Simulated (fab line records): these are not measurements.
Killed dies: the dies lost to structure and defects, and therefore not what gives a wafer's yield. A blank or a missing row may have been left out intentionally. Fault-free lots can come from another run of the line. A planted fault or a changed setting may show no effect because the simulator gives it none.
Matching of chambers -- flow nand_harc -- pecvd-02 running NHARC_P_CONTACT_DEP_30: 3 sister chambers
The step deposits SiNx, target thk 30 nm. 3 wafers are shown with their chamber, then 8 later ones without.

WAFERS, EACH WITH ITS CHAMBER
wafer,chamber,heater_power_w (W)
L090.4,0,567
L090.5,2,710
L091.1,1,553

WAFERS WHOSE CHAMBER IS MISSING
wafer,heater_power_w (W)
L091.2,675
L091.5,625
L096.1,563
L096.2,564
L096.3,645
L097.2,562
L097.3,548
L097.6,696

WHICH CHAMBER EACH ONE RAN IN
wafer,from the rows above,in truth
L091.2,2,2
L091.5,can't be placed: 0 or 1 or 2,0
L096.1,can't be placed: 0 or 1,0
L096.2,can't be placed: 0 or 1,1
L096.3,can't be placed: 2 or 0 or 1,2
L097.2,can't be placed: 0 or 1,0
L097.3,can't be placed: 1 or 0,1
L097.6,2,2
Correctly placed: 2 of 8. Not placeable from these rows: 6 (in 6, the candidates include the true chamber). 0 placed wrongly.
How it was worked out, from the rows above alone: a wafer's distance from a chamber is the root of the sum, over the readings, of the square of ((its reading less the chamber's mean) divided by the reading's scatter). The wafer belongs to the nearest chamber; if the next one is less than 2 further off, it can't be placed. For every chamber, the mean is computed from those of its wafers that are shown. The scatter: with one shown wafer a chamber, the root of the mean of the squares of how far each hidden wafer lies from its nearest shown one.
